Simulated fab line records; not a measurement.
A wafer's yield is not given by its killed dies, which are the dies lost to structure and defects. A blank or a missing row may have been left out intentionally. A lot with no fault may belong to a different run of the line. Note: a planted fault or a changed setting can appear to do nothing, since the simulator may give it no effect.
fab line records -- flow n5-finfet
record: lots: 5, wafers: 15, last-day: 17
route steps=1938 shown BEOL_M1@785 BEOL_M4@1111 PASSIVATION@1936
lots untouched by any fault: they come from a run of this same line in which no faults occurred
start-h: start of the lot's first displayed wafer, in hours after the record's first day -- wait-h: hours elapsed since this lot's preceding step -- " identical to the entry in the row above -- L1.1+2: one row covering several wafers at once -- - no value, or no start given -- * or withheld: withheld -- < > ~ a bound
route shown NAME@n: a module of which the file shows steps, and the number in the route of the first -- usual: mean and standard deviation over wafers with no fault -- same: alike in all rows -- chamber/n: place in a boat -- sites: readings site by site -- _std_site: their standard deviation -- _edge_site: inner sites' mean taken away from outer sites' mean -- radius-mm: how far each site lies from the wafer's centre -- mask NAME#n: copy n -- behind: tool/chamber where the wafer was last shaped -- hold: what put the lot on hold/how long, in hours/how the hold closed -- device: names the non-switching transistor (n, p or np) -- end of line: at the end of the route, the tests of the same wafers -- a step without rows: its recipe alone -- killed: count of dies lost to structure and defects at first sort (not the wafer's yield) -- map: a wafer's dies, x killed, . not, _ none there
set.NAME: setting as actually run; set.NAME@STEP: the setting as run at that earlier step -- model.NAME: the simulator's own value behind a step, which no gauge read
lots at selected steps of the route; one table per step, one row per wafer
services: a tool's chamber out of use, with start hour (start-h, from the record's first day; less than 0 if before it), hours out, and reason
== steps ==
step: N5_BEOL_M1_DEVELOP_27
recipe: develop-time-s: 30, developer: TMAH, resist: CAR-EUV, rinse-liquid: surfactant-rinse, dry: air-spin, dev-temp-c: 23
step: N5_BEOL_M1_DESCUM_33
recipe: chemistry: O2, time-s: 7, source-power-w: 50, bias-power-w: 20, pressure-mtorr: 20, rf-frequency-hz: 2.712e+07, temp-c: 40, resist: CAR-EUV, o2-flow-sccm: 225
step: N5_BEOL_M1_ETCH_77
recipe: chemistry: N2/H2, target: underlayer, target-depth-a: 65, mask-material: CAR-EUV, time-s: 5.2, ion-energy-ev: 200, pressure-mtorr: 30, source-w: 840, bias-w: 150, n2-flow-sccm: 200, h2-flow-sccm: 200, ends: cleared
step: N5_BEOL_M1_ETCH_69
recipe: chemistry: CF4, target: SiARC, target-depth-a: 156, mask-material: CAR-EUV, time-s: 26, ion-energy-ev: 80, pressure-mtorr: 40, source-w: 545, bias-w: 36, Ar_flow_sccm: 100, cf4-flow-sccm: 100, ends: cleared
step: N5_BEOL_M1_ALD_98
recipe: material: SiO2, target-thk-a: 25, temp-c: 100, ald-precursor-family: BDEAS, ald-co-reactant: O2-plasma, pulse-time-s: 1, co-reactant-pulse-time-s: 1, purge-time-s: 2, co-reactant-purge-time-s: 2, ald-cycles: 17, pressure-torr: 2
step: N5_BEOL_M1_ETCHBACK_99
recipe: chemistry: CHF3, target: SiO2, target-depth-a: 50, time-s: 10.4, source-w: 215, bias-w: 47, Ar_flow_sccm: 200, CHF3_flow_sccm: 12, ion-energy-ev: 100, pressure-mtorr: 30
step: N5_BEOL_M1_ETCH_70
recipe: chemistry: N2/H2, target: SOC, target-depth-a: 800, overetch-a: 160, mask-material: SiARC, temp-c: 40, time-s: 120, ion-energy-ev: 200, pressure-mtorr: 30, source-w: 840, bias-w: 150, n2-flow-sccm: 200, h2-flow-sccm: 200
step: N5_BEOL_M1_STRIP_71
recipe: chemistry: N2/H2, temp-c: 40, n2-flow-sccm: 200, h2-flow-sccm: 200, rf-frequency-hz: 6e+07
step: N5_BEOL_M1_STRIP_78
recipe: chemistry: N2/H2, temp-c: 40, n2-flow-sccm: 200, h2-flow-sccm: 200, rf-frequency-hz: 6e+07
step: N5_BEOL_M1_VIA_ETCH_34
recipe: chemistry: C4F6/O2, target-depth-a: 678, mask-material: SOC, pressure-mtorr: 15, ion-energy-ev: 250, taper-deg: 4, time-s: 64.4, source-w: 350, bias-w: 170, Ar_flow_sccm: 300, C4F6_flow_sccm: 10, O2_flow_sccm: 10
usual: bias-w: 170.1/0.53, drypump-motor-current-A: 5.9/0.41, oes-product-au: 0.77/0.061, rf-vpp-V: 666/4.2, showerhead-plenum-p-Torr: 2.87/0.071, throttle-valve-pct: 30.77/0.21
lot.wafer,tool,chamber,start-h,wait-h,bias-w,drypump-motor-current-A,oes-product-au,rf-hours-counter-h,rf-vpp-V,showerhead-plenum-p-Torr,throttle-valve-pct
L100.1,rie-diel-04,0,131.03,0.0,170.5,5.5,0.86,46,671,3.00,30.50
L100.2,rie-diel-04,3,131.03,0.0,169.1,6.5,0.71,160,659,2.84,30.72
L100.4,rie-diel-04,1,131.03,0.0,169.6,6.2,0.77,129,666,2.84,30.86
L113.2,rie-diel-04,2,214.84,0.0,160.6,6.5,0.71,213,636,2.81,30.58
L113.4,rie-diel-04,1,214.84,0.0,160.7,6.2,0.74,155,636,2.83,30.89
L113.6,rie-diel-04,1,214.84,0.0,161.1,6.2,0.74,-,635,2.83,30.90
L116.3,rie-diel-04,2,223.55,0.0,158.7,6.5,0.71,215,635,2.81,30.57
L116.5,rie-diel-04,0,223.55,0.0,160.4,5.4,0.84,-,640,2.99,30.50
L116.6,rie-diel-04,1,223.55,0.0,160.3,6.2,0.74,-,636,2.83,30.88
L117.3,rie-diel-04,3,236.62,0.0,160.2,6.5,0.68,190,630,2.83,30.75
L117.4,rie-diel-04,1,236.62,0.0,160.5,6.2,0.74,161,635,2.83,30.88
L117.5,rie-diel-04,2,236.62,0.0,160.5,6.5,0.71,-,634,2.81,30.58
L118.2,rie-diel-05,3,244.65,0.0,170.8,5.7,0.82,72,671,2.99,30.76
L118.4,rie-diel-05,0,244.65,0.0,169.4,5.2,0.78,106,664,2.87,31.23
L118.5,rie-diel-05,3,244.65,0.0,170.9,5.8,0.81,-,669,2.99,30.74
step: N5_BEOL_M1_STRIP_83
recipe: chemistry: C4F6/O2, resist: SiARC, rf-frequency-hz: 6e+07
step: N5_BEOL_M4_RC_MEAS_101
usual: DIBL_N: 36.1/1.3, DIBL_P: 36.1/1.7, IOFF_N: 0.154/0.022, IOFF_P: 0.201/0.024, ION_N: 675/8.9, ION_P: 462/5.9, SS_N: 71.5/0.49, SS_P: 73.3/0.58, VT_N: 250.0/2.7, VT_P: -251.3/2.7
lot.wafer,tool,chamber,start-h,wait-h,DIBL_N[mV/V],DIBL_P[mV/V],IOFF_N[nA/um],IOFF_P[nA/um],ION_N[uA/um],ION_P[uA/um],SS_N[mV/dec],SS_P[mV/dec],VT_N[mV],VT_P[mV]
L100.1,prober-02,0,169.76,0.0,35.1,35.5,0.153,0.191,684,458,72.4,73.8,250.7,-254.4
L100.2,prober-02,0,169.76,0.0,35.4,35.5,0.154,0.198,680,464,71.7,72.9,249.4,-253.2
L100.4,prober-02,0,169.76,0.0,34.4,34.2,0.135,0.179,664,452,71.8,73.6,252.4,-255.0
L113.2,prober-02,0,261.80,0.2,38.4,37.6,0.202,0.243,695,473,71.5,74.3,244.1,-246.5
L113.4,prober-02,0,261.80,0.2,36.5,35.5,0.163,0.202,678,464,71.0,72.9,246.5,-251.5
L113.6,prober-02,0,261.80,0.2,38.9,37.6,0.215,0.260,681,467,72.3,74.5,242.8,-248.4
L117.3,prober-02,0,285.03,0.3,39.7,40.7,0.211,0.239,682,457,72.7,73.8,248.6,-251.5
L117.4,prober-02,0,285.03,0.3,35.6,35.6,0.132,0.168,666,454,71.4,73.0,256.1,-257.8
L117.5,prober-02,0,285.03,0.3,36.4,36.8,0.145,0.187,666,455,71.5,73.2,252.7,-253.4
L116.3,prober-02,0,288.12,0.3,34.6,34.8,0.126,0.186,664,462,70.6,72.4,253.7,-249.7
L116.5,prober-02,0,288.12,0.3,35.8,36.2,0.148,0.204,667,465,71.1,73.4,251.6,-249.1
L116.6,prober-02,0,288.12,0.3,37.4,38.8,0.182,0.242,688,468,71.3,73.9,248.0,-248.0
L118.2,prober-01,0,289.66,0.2,35.2,35.1,0.146,0.190,680,466,71.9,72.8,250.5,-249.6
L118.4,prober-01,0,289.66,0.2,36.0,36.3,0.148,0.196,670,463,72.3,72.7,251.4,-250.8
L118.5,prober-01,0,289.66,0.2,33.6,32.6,0.116,0.158,660,457,71.6,71.7,255.8,-252.9
step: N5_PASSIVATION_PROBE_49
usual: defect-limited-yield: 90.9/1.3, killed_at_M0_to_M3: 35/10, killed_at_M4_up: 15/5.7, killed-at-contacts: 14/6.4, killed-at-front-end: 40/11, killed-at-other: 4/3.1, killed-dies: 108/16, killed-on-rim: 14/3.6, killed-open: 71/11, killed-short: 34/7.7, sort_bin_5_function: 5.4/0.9, sort_bin_6_memory: 3.4/0.61, sort-n-pass: 1072/16, sort-yield-pct: 90.9/1.3
same: gross-dies: 1180, killed-at-back-side: 0, sort_bin_4_leakage[%]: 0, sort_bin_8_speed[%]: 0
lot.wafer,tool,chamber,start-h,wait-h,defect-limited-yield[%],killed_at_M0_to_M3,killed_at_M4_up,killed-at-contacts,killed-at-front-end,killed-at-other,killed-dies,killed-on-rim,killed-open,killed-short,sort_bin_5_function[%],sort_bin_6_memory[%],sort-n-pass,sort-yield-pct[%]
L118.2,prober-01,-,400.13,0.1,90.6,38,20,6,47,0,111,12,78,31,5.2,3.8,1069,90.6
L118.4,prober-01,-,400.23,0.2,86.7,51,34,18,50,4,157,13,103,53,7.6,5.2,1023,86.7
L118.5,prober-01,-,400.28,0.2,89.7,43,21,13,41,4,122,10,82,38,5.8,4.1,1058,89.7
killed by level:class
L118.2 FIN_SAQP:geometric-particle:open=15 BEOL_M4:geometric-particle:open=12 BEOL_M3:geometric-particle:open=11 DUMMY_GATE:geometric-particle:open=7 STI_FIN_REVEAL:geometric-particle:open=6 BEOL_M0_SAQP:geometric-particle:open=6 BEOL_M0_SAQP:geometric-particle:short=5 BEOL_M2:geometric-particle:short=5
L118.4 BEOL_M4:geometric-particle:open=21 MOL_CONTACT_COAG:geometric-particle:open=13 BEOL_M3:geometric-particle:open=12 BEOL_M0_SAQP:geometric-particle:short=10 DUMMY_GATE:geometric-particle:open=8 FIN_SAQP:geometric-particle:short=7 BEOL_M1:geometric-particle:open=7 BEOL_M0_SAQP:geometric-particle:open=6
L118.5 FIN_SAQP:geometric-particle:open=11 STI_FIN_REVEAL:geometric-particle:open=11 MOL_CONTACT_COAG:geometric-particle:open=11 BEOL_M0_SAQP:geometric-particle:short=10 BEOL_M4:geometric-particle:open=10 BEOL_M0_SAQP:geometric-particle:open=8 BEOL_M1:geometric-particle:open=6 BEOL_M2:geometric-particle:open=5
== services ==
tool,chamber,start-h,hours,kind
rie-diel-05,-,140.08,0.4,repair
== key ==
first-sign: step: N5_BEOL_M1_VIA_ETCH_34, reading: bias-w, direction: down, sigmas: 18, usual: *, struck: *
effect: step: N5_BEOL_M1_VIA_ETCH_34, reading: rf-vpp-V, direction: down, sigmas: 7.4, usual: 666, struck: 635
met-at N5_BEOL_M1_VIA_ETCH_34
struck-wafers L113.2,L113.4,L113.6,L116.3,L116.5,L116.6,L117.3,L117.4,L117.5
onset-between 131.03 214.84
fault: kind: process-parameter-drift, tool: rie-diel-04, chamber: -, onset-h: 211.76, steps: N5_BEOL_M1_VIA_ETCH_34, channel: bias-w, offset: *, shape: step, end-h: 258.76, acts-in: *, stated: *
